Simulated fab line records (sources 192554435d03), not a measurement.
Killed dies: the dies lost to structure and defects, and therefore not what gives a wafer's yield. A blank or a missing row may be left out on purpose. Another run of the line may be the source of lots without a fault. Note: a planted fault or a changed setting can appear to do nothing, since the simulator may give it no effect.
Struck lot and sound lot, side by side + flow n5_finfet + 22 out of 1938 route steps
Sound: these wafers, L608.4, L608.5, L608.6. Wafers L613.1, L613.3, L613.5 were the ones struck. The cause is named last.
For every step that has rows: the tool of each side, followed by ch and its chambers, followed by its first start. Under that, the readings that differ: sound wafers + struck wafers + difference of the means + sigmas: that difference in standard deviations of wafers without a fault.
alike: readings whose means differ by less than 2 such deviations, and words and numbers that are the same on both sides. not compared: withheld readings, readings that some wafer has no value for, bounds like >300 that may hide the same value, and numbers for which the record gives no deviation and whose values overlap.
The two part at a step that has a row with sigmas, a row that says differs or no value, or rows on one side only. Numbers that don't overlap but have no deviation are shown without sigmas and don't part them. A reading missing from all wafers of one side parts the sides only when that side holds two or more wafers.

first, 8 steps without rows for these wafers: N5_BEOL_M11_DEVELOP_10 (develop time 30 s); N5_BEOL_M11_DESCUM_16 (chemistry O2, time 7.9 s); N5_BEOL_M11_ETCH_61 (etches SiARC in CF4, target depth 39 nm, time 65 s); N5_BEOL_M11_ETCH_62 (etches SOC in N2/H2, target depth 110 nm, overetch 22 nm, time 165 s); N5_BEOL_M11_STRIP_68 (strips in N2/H2); N5_BEOL_M11_STRIP_67 (strips in CF4); N5_BEOL_M11_HM_OPEN_17 (chemistry Cl2/BCl3, target TiN, target depth 20 nm, overetch 6 nm); N5_BEOL_M11_STRIP_19 (strips in O2).
N5_BEOL_M11_COAT_63: time 60 s, resist thk 100 nm.
  sound on litho_track-01 ch 0, day 13 16:44; struck on litho_track-01 ch 0, day 15 03:13
| reading                                   | sound                | struck               | difference | sigmas |
|-------------------------------------------|----------------------|----------------------|------------|--------|
| spin_speed_rpm (rpm)                      | 1500.4 1500.9 1499.7 | 1565.7 1568.1 1566.6 | +66.5      | +66    |
| model.SOC_of_BEOL_M11_COAT_63.thk_nm (nm) | 100 100.2 100.2      | 98.2 98 98           | -2.1       |        |
  alike: dispense_pressure_kPa
then, 9 steps without rows for these wafers: N5_BEOL_M11_COAT_64 (time 60 s, resist thk 30 nm); N5_BEOL_M11_COAT_22 (resist thk 90 nm); N5_BEOL_M11_EBR_24; N5_BEOL_M11_SOFTBAKE_23 (time 60 s); N5_BEOL_M11_EXPOSE_25 (exposes mask V10); N5_BEOL_M11_PEB_26 (peb time 60 s); N5_BEOL_M11_DEVELOP_27 (develop time 30 s); N5_BEOL_M11_DESCUM_33 (chemistry O2, time 7.9 s); N5_BEOL_M11_ETCH_65 (etches SiARC in CF4, target depth 39 nm, time 65 s).
N5_BEOL_M11_ETCH_66: etches SOC in N2/H2, target depth 120 nm, overetch 24 nm, time 180 s.
  sound on rie_diel-04 ch 0,1,2, day 13 17:20; struck on rie_diel-04 ch 1,2, day 15 03:47
| reading                  | sound             | struck            | difference | sigmas |
|--------------------------|-------------------|-------------------|------------|--------|
| model.etch.depth_nm (nm) | 100.1 100.1 100.1 | 98.14 97.95 98.02 | -2.06      |        |
  alike: drypump_motor_current_A, n2_flow_sccm, oes_product_au, rf_vpp_V, showerhead_plenum_p_Torr, throttle_valve_pct
  not compared: rf_hours_counter_h
then, 1 step without rows for these wafers: N5_BEOL_M11_STRIP_69 (strips in N2/H2).
N5_BEOL_M11_VIA_ETCH_34: etches SiCOH lowk in C4F6/O2, target depth 184.5 nm, time 69.2 s.
  sound on rie_diel-04 ch 0,1,2, day 13 17:26; struck on rie_diel-04 ch 1,2, day 15 03:55
| reading                                   | sound          | struck     | difference | sigmas |
|-------------------------------------------|----------------|------------|------------|--------|
| model.SOC_of_BEOL_M11_COAT_63.thk_nm (nm) | 91.8 92.2 92.2 | 90 89.8 90 | -2         |        |
  alike: O2_flow_sccm, drypump_motor_current_A, mfc_ar_sccm, oes_product_au, rf_vpp_V, showerhead_plenum_p_Torr, throttle_valve_pct
  not compared: rf_hours_counter_h
then, 1 step without rows for these wafers: N5_BEOL_M11_STRIP_73 (strips in C4F6/O2).

== WHERE THEY PART ==
At N5_BEOL_M11_COAT_63 and nowhere else, as far as this record goes. Later steps at which nothing parts them and some readings are alike: N5_BEOL_M11_ETCH_66, N5_BEOL_M11_VIA_ETCH_34.

WHY: what had been put in by the simulator
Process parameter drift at N5_BEOL_M11_COAT_63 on litho_track-01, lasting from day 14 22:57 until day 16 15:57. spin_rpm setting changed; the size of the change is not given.
